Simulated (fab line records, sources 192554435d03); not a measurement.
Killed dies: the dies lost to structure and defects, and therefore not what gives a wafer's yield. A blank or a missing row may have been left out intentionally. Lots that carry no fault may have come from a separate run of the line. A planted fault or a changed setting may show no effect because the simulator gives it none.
Split-lot experiment | flow n5_finfet | 21 wafers read across 7 lots, on a route 1938 steps long

== SPLIT DETAILS ==
At N5_GATE_CUT_EXPOSE_10 (exposes mask GATE CUT, target cd 20 nm), the setting dose_mj was moved away from the recipe's 43.25 on 6 of the 21 wafers read, by -6.8% to +6.5%. For the rest of the wafers, this setting stayed at what the recipe calls for.

== FROM THE SPLIT TO THE READING: what the file shows between them, 2 steps ==
- N5_GATE_CUT_PEB_11: peb time 60 s
- N5_GATE_CUT_DEVELOP_12: develop time 30 s

== THE READING ==
Shown in nm: cd_nm at N5_GATE_CUT_CD_MEAS_13, with target cd 20 nm. Typical for fault-free wafers on this fab line: 20.10 nm, with standard deviation 0.27 nm.

wafer  | tool, chamber at the split | dose_mj as run | against the recipe | cd_nm, nm | against lot-mates on the recipe
L075.1 | euv_scanner-01, 0          | 43.25          | recipe             | 20.04     | -
L075.3 | euv_scanner-01, 0          | 43.25          | recipe             | 20.34     | -
L075.6 | euv_scanner-01, 0          | 43.25          | recipe             | 20.38     | -
L077.1 | euv_scanner-01, 0          | 44.16          | +2.1%              | 20.50     | +0.14
L077.2 | euv_scanner-01, 0          | 43.25          | recipe             | 20.36     | -
L077.5 | euv_scanner-01, 0          | 44.16          | +2.1%              | 20.87     | +0.51
L080.4 | euv_scanner-02, 0          | 43.25          | recipe             | 20.08     | -
L080.5 | euv_scanner-02, 0          | 43.25          | recipe             | 20.11     | -
L080.6 | euv_scanner-02, 0          | 43.25          | recipe             | 19.93     | -
L082.1 | euv_scanner-02, 0          | 43.25          | recipe             | 19.44     | -
L082.2 | euv_scanner-02, 0          | 43.25          | recipe             | 19.69     | -
L082.4 | euv_scanner-02, 0          | 43.25          | recipe             | 19.79     | -
L083.1 | euv_scanner-01, 0          | 43.25          | recipe             | 19.85     | -
L083.4 | euv_scanner-01, 0          | 40.31          | -6.8%              | 18.50     | -1.35
L083.6 | euv_scanner-01, 0          | 40.31          | -6.8%              | 18.22     | -1.63
L093.1 | euv_scanner-02, 0          | 40.65          | -6.0%              | 18.80     | -1.29
L093.3 | euv_scanner-02, 0          | 43.25          | recipe             | 20.21     | -
L093.6 | euv_scanner-02, 0          | 43.25          | recipe             | 19.98     | -
L097.2 | euv_scanner-01, 0          | 43.25          | recipe             | 20.00     | -
L097.3 | euv_scanner-01, 0          | 46.08          | +6.5%              | 21.62     | +1.50
L097.4 | euv_scanner-01, 0          | 43.25          | recipe             | 20.23     | -

FIT RESULTS
A straight line over all 21 wafers: cd_nm changes by +0.241 nm for each +1% of dose_mj; r = +0.95; the points scatter about the line by 0.25 nm.
The same after taking each lot's own level away (the mean of its wafers on the recipe; 21 wafers): +0.217 nm for each +1%; r = +0.98; scatter 0.14 nm.
Per that fit: largest dose_mj move, reading shift of 1.5 nm.
From 19.640 to 20.360 nm: that is the span of the lots' own levels, equal to 2.7 times the standard deviation above.
Thus the slope moves with the lot-to-lot level: the two fits are different.
Check: for one of the wafers moved furthest among these (-6.8%), held out of the fit, the line's prediction against its lot-mates is -1.54 nm. Against them it came out at -1.35 nm.

== OTHER SPLITS ON THESE WAFERS ==
These wafers also went through other splits before the reading. Each is held against what the fit with the lots' levels taken away leaves over:
other split on the same wafers     | wafers away from the commonest value | r with cd_nm (lot level and that fit taken away)
N5_SD_EPI_N_ETCH_16 target_depth_a | 3                                    | +0.18
N5_SDB_ALD_29 ald_cycles           | 5                                    | -0.08
N5_HKMG_FIN_ETCH_58 source_w       | 7                                    | -0.23

== THE WHOLE CHAIN: every reading that the file lists as answering this split, in the file's order ==
step                   | what it does                                                     | reading                                                         | change (the file's fit)               | r (the file's)
N5_GATE_CUT_CD_MEAS_13 | target cd 20 nm                                                  | cd_nm                                                           | +0.219 nm for each +1% of the setting | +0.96
N5_GATE_CUT_DESCUM_18  | chemistry O2, time 7 s                                           | GATE_CUT.cd_nm (the simulator's own value, which no gauge read) | +0.214 nm for each +1% of the setting | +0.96
N5_GATE_CUT_ETCH_36    | etches SiARC in CF4, target depth 13 nm, time 21.7 s             | GATE_CUT.cd_nm (the simulator's own value, which no gauge read) | +0.22 nm for each +1% of the setting  | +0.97
N5_GATE_CUT_HM_OPEN_40 | chemistry C4F6/O2, target SiO2, target depth 139 nm, time 85.1 s | GATE_CUT.cd_nm (the simulator's own value, which no gauge read) | +0.201 nm for each +1% of the setting | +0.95
N5_GATE_CUT_ETCH_47    | etches SiO2 in Cl2/BCl3, target depth 10 nm                      | GATE_CUT.cd_nm (the simulator's own value, which no gauge read) | +0.225 nm for each +1% of the setting | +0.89

== THE FILE'S OWN FIT ==
cd_nm changes by +0.219 nm for each +1% of dose_mj, r = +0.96.
